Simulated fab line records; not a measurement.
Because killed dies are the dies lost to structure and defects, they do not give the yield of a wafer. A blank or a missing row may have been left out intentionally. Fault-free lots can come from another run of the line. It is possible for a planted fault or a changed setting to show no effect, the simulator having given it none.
fab line records | flow nand_harc
[record] lots = 5 wafers = 15 last_day = 33
route steps=1302 shown A_SLIT@928 A_SIN_REMOVE@947 A_WL_FILL@952 END@1302
lots that met no fault: taken from a fault-free run of the same line
start_h: start of the lot's first displayed wafer, in hours after the record's first day | wait_h: time in hours since the lot's previous step | " repeats the value in the row above | L1.1+2: several wafers, shown together as one row | - value missing, or start not given | * or withheld: withheld | < > ~ a bound
route shown NAME@n: names a module that has steps shown in the file, with the first one's number in the route | usual: mean/standard deviation taken from wafers without a fault | same: alike in all rows | chamber/n: place in a boat | sites: readings site by site | _std_site: their standard deviation | _edge_site: inner sites' mean taken away from outer sites' mean | radius_mm: how far each site lies from the wafer's centre | mask NAME#n: copy n | behind: the tool/chamber that last shaped the wafer | hold: why the lot was held/for how many hours/how that ended | device: whichever transistor did not switch (one of n, p or np) | end of line: at the end of the route, the tests of the same wafers | a step given without rows: its recipe and nothing more | killed: the dies lost at the first sort to structure and to defects; this is not the yield of the wafer | map: a wafer's dies, marking killed ones x, the rest . and places with no die _
set.NAME: the setting as run; set.NAME@STEP: as run at that earlier step | model.NAME: the simulator's own value behind a step, which no gauge read
certain route steps with their lots: each step a table, each wafer a row
services: from which hour (start_h, from the record's first day; less than 0 if before it) a tool's chamber was out of use, for how many hours, and why
[[steps]]
[step NHARC_A_SLIT_SOFTBAKE_04]
[recipe] temp_c = 105 time_s = 55
[step NHARC_A_SLIT_EBR_05]
[step NHARC_A_SLIT_EXPOSE_06]
[recipe] na = 1.35 dose_mj = 60.82 mask_id = SLIT
[step NHARC_A_SLIT_PEB_07]
[recipe] peb_temp_c = 100 peb_time_s = 65
[step NHARC_A_SLIT_DEVELOP_08]
[recipe] develop_time_s = 35 dev_temp_c = 23
[step NHARC_A_SLIT_CD_MEAS_09]
[recipe] target_cd_nm = 300 landing_energy_ev = 500
[usual] cd_nm = 300.0/0.53
// columns lot.wafer tool chamber start_h wait_h cd_nm
L329.1 cd_sem-01 0 507.97 - 300.6
L329.2 " 0 " " 299.9
L329.3 " 0 " " 300.2
L331.2 cd_sem-02 0 529.34 - 299.8
L331.3 " 0 " " 299.7
L331.6 " 0 " " 300.1
L340.1 cd_sem-02 0 602.51 - 301.0
L340.2 " 0 " " 300.7
L340.6 " 0 " " 300.3
L344.1 cd_sem-02 0 654.25 - 299.6
L344.2 " 0 " " 299.7
L344.4 " 0 " " 299.4
L346.3 cd_sem-03 0 683.80 - 300.2
L346.4 " 0 " " 299.7
L346.6 " 0 " " 300.5
[step NHARC_A_SLIT_OVL_MEAS_10]
[usual] overlay_x_nm = 0.3/1 overlay_y_nm = -0.2/0.91
// columns lot.wafer tool chamber start_h wait_h overlay_x_nm overlay_y_nm
L329.1 overlay-01 - 508.06 - -0.5 0.2
L329.2 " - " " -0.5 0.2
L329.3 " - " " 0.4 0.6
L331.2 overlay-02 - 529.42 - 0.7 -1.1
L331.3 " - " " 0.4 -1.4
L331.6 " - " " 0.6 -1.1
L340.1 overlay-02 - 602.60 - 1.9 1.2
L340.2 " - " " 1.3 1.4
L340.6 " - " " 1.3 1.2
L344.1 overlay-02 - 654.34 - -1.5 -0.7
L344.2 " - " " -1.3 -1.0
L344.4 " - " " -1.4 -0.6
L346.3 overlay-02 - 683.88 - 0.7 1.0
L346.4 " - " " 0.8 1.3
L346.6 " - " " 1.0 1.2
[step NHARC_A_SLIT_INSPECT_11]
[usual] raw_defect_count = 53/29
// columns lot.wafer tool chamber start_h wait_h raw_defect_count
L329.1 defect_inspect-02 - 508.09 0.0 69
L329.2 " - " " 58
L329.3 " - " " 66
L331.2 defect_inspect-01 - 529.46 0.0 83
L331.3 " - " " 92
L331.6 " - " " 78
L340.1 defect_inspect-02 - 602.63 0.0 21
L340.2 " - " " 22
L340.6 " - " " 15
L344.1 defect_inspect-01 - 654.38 0.0 64
L344.2 " - " " 67
L344.4 " - " " 67
L346.3 defect_inspect-01 - 683.92 0.0 5
L346.4 " - " " 10
L346.6 " - " " 16
[step NHARC_A_SLIT_DESCUM_14]
[recipe] time_s = 3 o2_flow_sccm = 200 ar_flow_sccm = 0 bias_power_w = 0 chemistry = O2
[step NHARC_A_SLIT_ETCH_24]
[recipe] target_depth_a = 1210 time_s = 60.5 cf4_flow_sccm = 100 chf3_flow_sccm = 30 ar_flow_sccm = 0 rf_w = 500 bias_w = 200 chemistry = CF4/CHF3
[usual] drypump_motor_current_A = 5.6/0.39 oes_product_au = 0.959/0.019 rf_fwd_power_W = 495.2/1.9 rf_vpp_V = 371.1/2.2 showerhead_plenum_p_Torr = 1.59/0.06 throttle_valve_pct = 16.802/0.01
// columns lot.wafer tool chamber start_h wait_h drypump_motor_current_A oes_product_au rf_fwd_power_W rf_hours_counter_h rf_vpp_V showerhead_plenum_p_Torr throttle_valve_pct
L329.3 rie_diel-05 3 508.24 0.1 6.2 0.948 494.7 6 372.7 1.62 16.794
L329.1 " 0 " " 5.2 0.956 491.9 7 375.2 1.67 16.815
L329.2 " 1 " " 5.4 0.968 495.3 7 371.7 1.63 16.819
L331.2 rie_diel-03 0 529.61 0.1 5.2 0.942 497.5 3 373.8 1.65 16.802
L331.3 " 2 " " 6.3 0.970 494.8 4 372.0 1.59 16.784
L331.6 " 3 " " 5.3 0.957 494.9 - 369.3 1.59 16.817
L340.2 rie_diel-05 3 602.78 0.1 6.2 0.991 495.5 0 373.6 1.62 16.790
L340.1 " 1 " " 5.4 0.960 494.3 1 372.7 1.63 16.809
L340.6 " 3 " " 6.2 0.993 494.0 - 373.0 1.62 16.807
L344.1 rie_diel-02 1 654.53 0.1 5.7 0.921 493.6 4 372.0 1.62 16.809
L344.4 " 2 " " 5.3 0.913 498.1 3 367.9 1.50 16.820
L344.2 " 3 " " 5.2 0.915 495.9 3 372.4 1.61 16.807
L346.4 rie_diel-05 3 684.07 0.1 6.2 0.955 496.1 5 370.4 1.62 16.794
L346.3 " 1 " " 5.4 0.959 495.7 5 371.8 1.63 16.810
L346.6 " 2 " " 5.6 0.972 495.6 - 367.8 1.52 16.785
[step NHARC_A_SLIT_ETCH_15]
[recipe] target_depth_a = 62000 over_etch_frac = 0.3 time_s = 1612 ion_energy_ev = 150 o2_flow_sccm = 400 cos_flow_sccm = 20 ar_flow_sccm = 0 rf_w = 500 bias_w = 300 chemistry = O2/COS
[usual] drypump_motor_current_A = 5.6/0.36 o2_flow_sccm = 399.9/1.3 oes_product_au = 0.998/0.01 rf_fwd_power_W = 499.7/1.5 rf_vpp_V = 314.5/1.9 showerhead_plenum_p_Torr = 3.15/0.12 throttle_valve_pct = 28.331/0.0091
// columns lot.wafer tool chamber start_h wait_h drypump_motor_current_A o2_flow_sccm oes_product_au rf_fwd_power_W rf_hours_counter_h rf_vpp_V showerhead_plenum_p_Torr throttle_valve_pct
L329.1 rie_diel-05 1 - - 5.5 398.4 0.981 498.7 8 315.8 3.24 28.344
L329.3 " 2 " " 5.6 400.7 0.996 499.0 7 313.3 3.01 28.319
L329.2 " 3 " " 6.2 400.6 0.994 499.8 6 314.9 3.21 28.334
L331.2 rie_diel-03 0 - - 5.2 398.5 0.988 499.1 3 316.9 3.27 28.335
L331.3 " 1 " " 6.0 400.9 0.997 498.6 4 312.2 2.98 28.335
L331.6 " 0 " " 5.2 400.7 0.996 496.3 - 315.6 3.27 28.324
L340.2 rie_diel-05 1 - - 5.4 398.8 1.000 499.7 1 316.4 3.23 28.328
L340.1 " 2 " " 5.6 399.3 1.012 499.1 1 311.2 3.01 28.326
L340.6 " 0 " " 5.3 400.2 0.999 500.3 - 316.2 3.30 28.313
L344.2 rie_diel-02 1 - - 5.7 399.9 1.005 497.7 4 316.0 3.21 28.332
L344.4 " 2 " " 5.3 400.8 0.992 501.4 3 311.6 2.97 28.339
L344.1 " 3 " " 5.2 402.5 0.992 502.5 3 315.2 3.20 28.306
L346.4 rie_diel-05 2 - - 5.6 398.4 1.011 500.7 6 312.0 3.01 28.332
L346.3 " 3 " " 6.2 397.0 1.000 499.5 6 315.3 3.21 28.323
L346.6 " 1 " " 5.5 400.1 1.000 499.0 - 315.4 3.23 28.333
[step NHARC_A_SLIT_ETCH_17]
[recipe] bias_v = 900 source_w = withheld pressure_mtorr = 20 ar_flow_sccm = 375 c4f8_flow_sccm = 83.3 o2_flow_sccm = 41.7 time_s = 4254.5 target_depth_a = 2.03e+05 chemistry = C4F8/O2/Ar
[usual] drypump_motor_current_A = 5.57/0.11 o2_flow_sccm = 41.71/0.13 showerhead_plenum_p_Torr = 3.65/0.14 throttle_valve_pct = 32.045/0.0085
// columns lot.wafer tool chamber start_h wait_h drypump_motor_current_A o2_flow_sccm rf_hours_counter_h showerhead_plenum_p_Torr throttle_valve_pct
L329.1 har_etch-01 0 509.42 - 5.75 41.69 276 3.53 32.053
L329.2 " 1 " " 5.44 41.77 276 3.64 32.054
L329.3 " 0 " " 5.79 41.64 - 3.53 32.045
L331.2 har_etch-02 1 532.04 - 5.50 41.83 81 3.89 32.039
L331.3 " 0 " " 5.59 41.38 - 3.60 32.051
L331.6 " 0 533.86 - 5.60 41.75 - 3.60 32.038
L340.2 har_etch-02 1 605.21 - 5.46 41.92 123 3.87 32.045
L340.1 " 0 " " 5.62 41.66 123 3.58 32.051
L340.6 " 0 608.23 - 5.61 41.63 - 3.58 32.058
L344.2 har_etch-02 0 655.69 - 5.61 41.76 150 3.57 32.038
L344.1 " 1 " " 5.48 41.72 150 3.86 32.033
L344.4 " 1 657.52 - 5.47 41.46 - 3.85 32.039
L346.3 har_etch-01 1 686.45 - 5.43 41.74 - 3.58 32.053
L346.4 " 0 " " 5.67 41.72 - 3.47 32.039
L346.6 " 1 " " 5.45 41.58 - 3.58 32.039
[step NHARC_A_SLIT_ETCH_26]
[recipe] bias_v = 400 source_w = 2000 pressure_mtorr = 25 time_s = 90 ar_flow_sccm = 375 c4f8_flow_sccm = 41.7 o2_flow_sccm = 83.3 target_depth_a = 4000 chemistry = C4F8/O2/Ar
[usual] drypump_motor_current_A = 5.58/0.11 o2_flow_sccm = 83.32/0.26 rf_fwd_power_W = 1988/6.4 showerhead_plenum_p_Torr = 3.68/0.14 throttle_valve_pct = 27.619/0.0093
// columns lot.wafer tool chamber start_h wait_h drypump_motor_current_A o2_flow_sccm rf_fwd_power_W rf_hours_counter_h showerhead_plenum_p_Torr throttle_valve_pct
L329.1 har_etch-01 0 513.08 3.0 5.76 83.51 1992 279 3.56 27.615
L329.2 " 1 " " 5.46 83.78 1985 279 3.67 27.601
L329.3 " 0 " " 5.77 83.60 1992 - 3.56 27.618
L331.2 har_etch-02 1 535.11 2.5 5.48 83.71 1973 84 3.93 27.621
L331.3 " 0 " " 5.62 83.43 1975 - 3.63 27.615
L331.6 " 0 " " 5.63 83.34 1981 - 3.63 27.616
L340.2 har_etch-02 1 608.83 3.0 5.48 83.05 1988 126 3.91 27.619
L340.1 " 0 " " 5.58 83.28 1986 126 3.61 27.618
L340.6 " 0 " " 5.61 83.01 1986 - 3.61 27.619
L344.2 har_etch-02 0 659.34 3.0 5.60 83.20 1989 153 3.59 27.628
L344.1 " 1 " " 5.50 83.25 1981 153 3.89 27.626
L344.4 " 1 " " 5.48 83.12 1981 - 3.89 27.627
L346.3 har_etch-01 1 688.98 1.9 5.50 83.79 1992 - 3.61 27.625
L346.4 " 0 " " 5.75 83.40 1994 - 3.50 27.618
L346.6 " 1 " " 5.46 83.54 1990 - 3.61 27.622
[step NHARC_A_SLIT_STRIP_28]
[recipe] o2_flow_sccm = 400 cos_flow_sccm = 20 ar_flow_sccm = 0 bias_w = 0 chemistry = O2/COS
[step NHARC_A_SLIT_ETCH_29]
[recipe] target_depth_a = 1000 overetch_a = 100 time_s = 55 ion_energy_ev = 100 cf4_flow_sccm = 80 o2_flow_sccm = 20 ar_flow_sccm = 0 rf_w = 300 bias_w = 100 chemistry = CF4/O2
[usual] drypump_motor_current_A = 5.6/0.39 o2_flow_sccm = 20.00/0.062 oes_product_au = 0.997/0.0094 rf_fwd_power_W = 297.0/1.2 rf_vpp_V = 197.7/1.3 showerhead_plenum_p_Torr = 1.34/0.052 throttle_valve_pct = 13.395/0.0096
// columns lot.wafer tool chamber start_h wait_h drypump_motor_current_A o2_flow_sccm oes_product_au rf_fwd_power_W rf_hours_counter_h rf_vpp_V showerhead_plenum_p_Torr throttle_valve_pct
L329.3 rie_diel-02 1 513.96 0.1 5.7 19.92 0.990 296.7 6.4 198.6 1.38 13.390
L329.1 " 2 " " 5.3 20.02 1.007 297.1 4.1 197.6 1.27 13.393
L329.2 " 3 " " 5.2 20.01 0.985 298.2 6.3 198.8 1.37 13.379
L331.2 rie_diel-05 1 535.97 0.1 5.4 20.01 0.996 297.5 10.0 198.9 1.38 13.402
L331.3 " 2 " " 5.6 20.01 1.009 296.3 9.6 196.9 1.29 13.383
L331.6 " 3 " " 6.2 19.97 1.000 297.5 - 198.9 1.38 13.388
L340.1 rie_diel-02 2 609.72 0.1 5.3 20.00 1.005 296.9 1.1 197.8 1.27 13.406
L340.2 " 3 " " 5.2 20.04 0.995 297.7 1.2 198.0 1.37 13.398
L340.6 " 2 " " 5.3 20.13 0.997 297.9 - 196.5 1.27 13.390
L344.1 rie_diel-02 1 660.23 0.1 5.7 19.95 0.995 297.0 5.1 198.0 1.37 13.395
L344.2 " 2 " " 5.3 20.01 1.009 298.2 3.8 195.4 1.27 13.395
L344.4 " 3 " " 5.2 19.88 0.986 298.5 3.6 198.2 1.37 13.390
L346.3 rie_diel-05 2 689.82 0.1 5.6 19.98 0.995 298.8 5.9 196.5 1.28 13.397
L346.4 " 2 " " 5.6 19.95 0.987 298.7 - 196.2 1.28 13.395
L346.6 " 3 " " 6.2 19.95 0.985 294.5 - 198.2 1.37 13.392
[step NHARC_A_SLIT_STRIP_18]
[recipe] o2_flow_sccm = 500 ar_flow_sccm = 0 bias_w = 0 chemistry = O2
[usual] drypump_motor_current_A = 5.6/0.38 o2_flow_sccm = 500.2/1.5 oes_product_au = 0.996/0.0083 rf_vpp_V = 57.8/0.88 showerhead_plenum_p_Torr = 3.54/0.14 throttle_valve_pct = 17.036/0.0091
// columns lot.wafer tool chamber start_h wait_h drypump_motor_current_A o2_flow_sccm oes_product_au rf_hours_counter_h rf_vpp_V showerhead_plenum_p_Torr throttle_valve_pct
L329.1 rie_diel-02 0 - - 5.5 500.0 1.011 5.7 56.9 3.36 17.027
L329.2 " 1 " " 5.7 497.5 0.998 6.4 57.1 3.63 17.037
L329.3 " 2 " " 5.3 502.7 1.004 4.1 58.2 3.36 17.030
L331.3 rie_diel-05 2 - - 5.6 502.3 1.002 9.6 58.0 3.41 17.041
L331.2 " 3 " " 6.2 500.5 0.985 9.1 58.5 3.63 17.038
L331.6 " 3 " " 6.2 499.8 1.002 - 56.3 3.63 17.048
L340.2 rie_diel-02 0 - - 5.5 500.5 0.999 1.5 58.2 3.35 17.032
L340.1 " 1 " " 5.7 502.2 0.993 1.4 58.4 3.63 17.017
L340.6 " 2 " " 5.3 501.2 0.998 - 57.0 3.36 17.050
L344.1 rie_diel-02 0 - - 5.5 498.9 0.995 4.9 57.8 3.35 17.028
L344.2 " 1 " " 5.7 498.5 0.998 5.1 58.0 3.63 17.043
L344.4 " 3 " " 5.2 502.5 0.995 3.6 56.8 3.62 17.038
L346.3 rie_diel-05 0 - - 5.2 500.2 0.997 5.7 57.1 3.73 17.040
L346.4 " 0 " " 5.2 499.2 1.006 - 56.3 3.73 17.040
L346.6 " 2 " " 5.6 503.1 1.003 - 56.5 3.40 17.048
[step NHARC_A_SLIT_PRECLEAN_19]
[recipe] time_s = * temp_c = 50 bath_age_min = 0 chemistry = SC1
[step NHARC_A_SLIT_SRD_20]
[step NHARC_A_SLIT_CD_MEAS_21]
[usual] cd_nm = 289.3/0.9
// columns lot.wafer tool chamber start_h wait_h cd_nm
L329.1 cd_sem-03 - 514.50 - 289.0
L329.2 " - " " 290.8
L329.3 " - " " 288.9
L331.2 cd_sem-01 - 536.50 - 289.2
L331.3 " - " " 288.5
L331.6 " - " " 289.6
L340.1 cd_sem-03 - 610.25 - 289.7
L340.2 " - " " 289.5
L340.6 " - " " 289.6
L344.1 cd_sem-03 - 660.76 - 289.4
L344.2 " - " " 289.9
L344.4 " - " " 289.8
L346.3 cd_sem-03 - 690.42 - 289.0
L346.4 " - " " 289.0
L346.6 " - " " 290.4
[step NHARC_A_SIN_REMOVE_WET_00]
[recipe] temp_c = 160 time_s = 15300 chemistry = H3PO4
[step NHARC_A_SIN_REMOVE_PRECLEAN_01]
[recipe] time_s = * temp_c = 50 bath_age_min = 0 chemistry = SC1
[step NHARC_A_SIN_REMOVE_SRD_02]
[step NHARC_A_SIN_REMOVE_INSPECT_04]
[usual] raw_defect_count = 378/110
// columns lot.wafer tool chamber start_h wait_h raw_defect_count
L329.1 defect_inspect-02 - 526.05 0.1 316
L329.2 " - " " 286
L329.3 " - " " 333
L331.2 defect_inspect-02 - 542.43 0.0 626
L331.3 " - " " 545
L331.6 " - " " 400
L340.1 defect_inspect-02 - 616.97 0.0 294
L340.2 " - " " 424
L340.6 " - " " 288
L344.1 defect_inspect-01 - 667.43 0.0 624
L344.2 " - " " 698
L344.4 " - " " 638
L346.3 defect_inspect-02 - 697.59 0.0 377
L346.4 " - " " 343
L346.6 " - " " 418
[step NHARC_A_WL_FILL_ALD_00]
[recipe] target_thk_a = 30 pulse_time_s = 3 ald_cycles = 30 temp_c = 300 material = Al2O3
[step NHARC_END_SORT_01]
[recipe] temp_c = 25
[usual] killed_at_array = 57/20 killed_at_other = 1.0/1.5 killed_at_periphery = 3.5/2.5 killed_dies = 62/21 killed_open = 3.5/1.9 killed_short = 2.4/1.6
[same] gross_dies = 677
// columns lot.wafer tool chamber start_h wait_h killed_at_array killed_at_other killed_at_periphery killed_dies killed_open killed_short
L344.1 prober-02 0 765.00 2.5 111 0 1 112 1 0
L344.2 prober-02 0 765.80 2.8 137 0 3 140 1 2
L344.4 prober-02 0 767.40 3.4 97 2 2 101 3 3
// killed by level:class
L344.1 A_SLIT:unspecified=57 A_CHANNEL_HOLE_D2:chamber_film_flake=29 A_CHANNEL_HOLE_D1:chamber_film_flake=13 A_CONTACT:chamber_film_flake=5 A_STAIRCASE:chamber_film_flake=2 A_WL_FILL:chamber_film_flake=2 A_ONON_D2:geometric_particle:open=1 P_GATE:chamber_film_flake=1
L344.2 A_SLIT:unspecified=85 A_CHANNEL_HOLE_D2:chamber_film_flake=27 A_CHANNEL_HOLE_D1:chamber_film_flake=15 A_CHANNEL_FILL_D1:chamber_film_flake=2 A_CONTACT:chamber_film_flake=2 P_M1:geometric_particle:open=1 A_CHANNEL_FILL_D2:geometric_particle:short=1 A_CONTACT:geometric_particle:short=1
L344.4 A_SLIT:unspecified=50 A_CHANNEL_HOLE_D2:chamber_film_flake=31 A_CHANNEL_HOLE_D1:chamber_film_flake=10 THIN_TSV:chamber_film_flake=2 P_CONTACT:geometric_particle:open=1 P_M0:geometric_particle:short=1 A_CHANNEL_HOLE_D1:geometric_particle:short=1 A_DECK1_JOINT:geometric_particle:short=1
// map L344.2 (x killed, . not)
____________.____________
_________......._________
_______..........._______
______.............______
_____.............x._____
____..............x.x____
____..........x.xxxx.____
___.x..........x.xxxx.___
___...........xxxxxxx.___
__x..........xxxxxxxx..__
__.........x.xxxxxxxxx.__
_.......x.....xxxxxxx..._
_...........xxxxxxxxx..._
_...........xxxxxxxxx..._
_............x.xxxxxxx.._
_..............xxx...x.._
............xxx.xx.xx....
................xx.x.....
................x.x......
.........................
..x.x..................x.
_.x.x......xx....x......_
_xxxx.x.....x..x........_
_xx..x.....xxx.........._
_.xxxx..x.xx.x.........._
_x.xxxx.....xx.x........_
__xxxxx......x...x.....__
__x..............x.....__
___..........x........___
___.x..............x..___
____.................____
____.................____
_____..............._____
______.............______
_______..........._______
_________......x_________
____________.____________
// map L331.2 (x killed, . not)
____________.____________
_________......._________
_______..........._______
______.............______
_____...........x..._____
____..........x......____
____...........x.....____
___x.............x....___
___.............x.x.x.___
__............x.xxxx...__
__.............xxxx....__
_.............xxxxx....._
_............x...xxx...._
_..............xx.x....._
_...........x.xx.x.xx..._
_...........x..........._
.........x...x..x........
.........................
.........................
.........................
...........x.x...........
_.....x....x.x.........._
_..............x........_
_.x........x...x........_
_........x..xxxx........_
_...x......x.x...x......_
__.....x...............__
__........x............__
___.x.....xx..........___
___............x......___
____.................____
____.................____
_____...x.........x._____
______.............______
_______..........._______
_________......._________
____________.____________
[[services]]
// columns tool chamber start_h hours kind
rie_diel-05 0 489.21 - clean
rie_diel-05 1 489.21 - clean
rie_diel-05 2 489.21 - clean
rie_diel-05 3 489.21 - clean
rie_diel-03 1 490.82 4.0 repair
rie_diel-03 0 493.46 19.7 repair
rie_diel-02 0 499.35 2.9 repair
rie_diel-05 0 513.71 - clean
rie_diel-05 1 513.71 - clean
rie_diel-05 2 513.71 - clean
rie_diel-05 3 513.71 - clean
rie_diel-05 0 538.21 - clean
rie_diel-05 1 538.21 - clean
rie_diel-05 2 538.21 - clean
rie_diel-02 - 570.70 9.0 pm
rie_diel-05 - 583.71 9.0 pm
rie_diel-05 1 604.97 10.2 repair
har_etch-02 - 627.04 9.2 repair
rie_diel-02 1 630.97 1.3 repair
rie_diel-03 - 635.30 9.0 pm
rie_diel-05 0 642.62 6.6 repair
rie_diel-02 3 677.01 5.1 repair
rie_diel-03 0 680.95 10.2 repair
rie_diel-05 1 689.68 5.4 repair
[[key]]
[first_sign] step = NHARC_A_SIN_REMOVE_INSPECT_04 reading = raw_defect_count direction = up sigmas = 2.6 usual = 378 struck = 653
[effect] step = NHARC_END_SORT_01 reading = killed_at_array direction = up sigmas = 2.8 usual = 57 struck = 115
[more_kills_born_at] NHARC_A_SLIT_ETCH_26@har_etch-02 = 177
met_at NHARC_A_SLIT_ETCH_26
struck_wafers L344.1,L344.2,L344.4
tester_left_out L344
onset_between 608.83 659.34
also_fits NHARC_A_SLIT_ETCH_24:rie_diel-02,NHARC_A_SLIT_ETCH_15:rie_diel-02,NHARC_A_SLIT_ETCH_17:har_etch-02,NHARC_A_SLIT_ETCH_29:rie_diel-02
[fault] kind = chamber_particle_source tool = har_etch-02 chamber = - onset_h = 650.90 steps = NHARC_A_SLIT_ETCH_26 rate_per_visit_cm2 = 0.54958 end_h = 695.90
// tester_left_out: of these lots the tester's yield and bins aren't shown, on N5 and GAA mostly nor the transistor test; their killed dies are dies lost to structure and defects alone, not to doping, threshold or leakage, so they don't give the yield
